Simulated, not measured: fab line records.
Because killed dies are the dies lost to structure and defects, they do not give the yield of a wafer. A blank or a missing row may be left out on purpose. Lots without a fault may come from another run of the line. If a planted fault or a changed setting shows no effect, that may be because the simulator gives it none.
Lot-split experiment	flow n5-finfet	39 wafers read from 7 lots, route of 1938 steps

## ABOUT THE SPLIT
At N5_ZERO_LAYER_ETCH_18 (etches Si in HBr/Cl2, target depth 120 nm, time 40 s), the setting target-depth-a was moved away from the recipe's 1200 angstrom on 15 of the 39 wafers read, by -31.8% to +49.8%. All remaining wafers had this setting at the recipe value.

Reading taken at the split's own step.

## THE READING
coat_of_ZERO_LAYER_COAT_05.thk-nm (the simulator's own value, which no gauge read), in nm, at N5_ZERO_LAYER_ETCH_18 (etches Si in HBr/Cl2, target depth 120 nm, time 40 s). There is no usual value for it anywhere in the file. Average 931.2 nm, standard deviation 2.6 nm, over the 24 wafers here run with the recipe.

wafer	tool, chamber at the split	target-depth-a as run, angstrom	against the recipe	coat_of_ZERO_LAYER_COAT_05.thk-nm, nm	against lot-mates on the recipe
L074.1	rie-si-03, 3	1200	recipe	929.5	-
L074.2	rie-si-03, 2	817.9	-31.8%	944.6	+13.2
L074.3	rie-si-03, 1	1200	recipe	929.9	-
L074.4	rie-si-03, 0	817.9	-31.8%	943.2	+11.8
L074.5	rie-si-03, 1	817.9	-31.8%	941.6	+10.2
L074.6	rie-si-03, 0	1200	recipe	934.8	-
L077.1	rie-si-01, 1	1200	recipe	929.8	-
L077.2	rie-si-01, 2	1200	recipe	936.1	-
L077.3	rie-si-01, 0	1798	+49.8%	908	-24.7
L077.4	rie-si-01, 2	1200	recipe	932.3	-
L077.5	rie-si-01, 1	1798	+49.8%	912.1	-20.6
L077.6	rie-si-01, 0	1798	+49.8%	910.6	-22.1
L079.1	rie-si-01, 1	1200	recipe	931.3	-
L079.2	rie-si-01, 0	1200	recipe	932.8	-
L079.3	rie-si-01, 2	1200	recipe	932.5	-
L079.4	rie-si-01, 1	1200	recipe	930.4	-
L079.5	rie-si-01, 2	1200	recipe	931.6	-
L079.6	rie-si-01, 0	1200	recipe	927.7	-
L081.1	rie-si-06, 3	1200	recipe	934.4	-
L081.2	rie-si-06, 2	1200	recipe	931.7	-
L081.4	rie-si-06, 1	1200	recipe	935.1	-
L082.1	rie-si-06, 1	889	-25.9%	941.5	+8.7
L082.2	rie-si-06, 0	1200	recipe	933.5	-
L082.3	rie-si-06, 2	1200	recipe	934.4	-
L082.4	rie-si-06, 3	889	-25.9%	943.3	+10.5
L082.5	rie-si-06, 3	1200	recipe	930.4	-
L082.6	rie-si-06, 0	889	-25.9%	943.3	+10.5
L092.1	rie-si-03, 0	1200	recipe	929.3	-
L092.2	rie-si-03, 2	873.8	-27.2%	940.6	+10.6
L092.3	rie-si-03, 3	1200	recipe	928.9	-
L092.4	rie-si-03, 1	873.8	-27.2%	936.7	+6.7
L092.5	rie-si-03, 2	873.8	-27.2%	939.6	+9.6
L092.6	rie-si-03, 1	1200	recipe	931.8	-
L096.1	rie-si-01, 1	1200	recipe	927.2	-
L096.2	rie-si-01, 3	1487	+23.9%	918.9	-8.3
L096.3	rie-si-01, 2	1200	recipe	928	-
L096.4	rie-si-01, 0	1200	recipe	926.5	-
L096.5	rie-si-01, 3	1487	+23.9%	919.5	-7.7
L096.6	rie-si-01, 0	1487	+23.9%	916.8	-10.4

FIT RESULTS
A straight line over all 39 wafers: coat_of_ZERO_LAYER_COAT_05.thk-nm changes by -0.41 nm for each +1% of target-depth-a; r = -0.96; the points scatter about the line by 2.6 nm.
The same after taking each lot's own level away (the mean of its wafers on the recipe; 39 wafers): -0.404 nm for each +1%; r = -0.98; scatter 1.9 nm.
According to that fit, moving target-depth-a by its largest amount changes the reading by 20 nm.
The span of the lots' own levels, 927.23 to 933.73 nm, comes to 2.5 times the standard deviation stated above.
The two slopes agree, so the slope changes little with the lot-to-lot level.
Check: -19.6 nm against its lot-mates is what the line predicts for one of the wafers moved furthest among these (+49.8%) when that wafer is left out of the fit. It came out at -24.7 nm against them.

## THE WHOLE CHAIN: every reading that the file lists as answering this split, in the file's order
step	what it does	reading	change (the file's fit)	r (the file's)
N5_ZERO_LAYER_ETCH_18	etches Si in HBr/Cl2, target depth 120 nm, time 40 s	etch.depth-nm (the simulator's own value, which no gauge read)	+1.26 nm for each +1% of the setting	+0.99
N5_ZERO_LAYER_ETCH_18	etches Si in HBr/Cl2, target depth 120 nm, time 40 s	ZERO_LAYER.feature-depth-nm (the simulator's own value, which no gauge read)	+1.26 nm for each +1% of the setting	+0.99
N5_ZERO_LAYER_ETCH_18	etches Si in HBr/Cl2, target depth 120 nm, time 40 s	coat_of_ZERO_LAYER_COAT_05.thk-nm (the simulator's own value, which no gauge read)	-0.403 nm for each +1% of the setting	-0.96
N5_ZERO_LAYER_STRIP_24	strips in O2	strip-time-to-endpoint-s	withheld for each +1% of the setting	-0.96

## FILE'S OWN FIT
coat_of_ZERO_LAYER_COAT_05.thk-nm changes by -0.403 nm for each +1% of target-depth-a, r = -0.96.
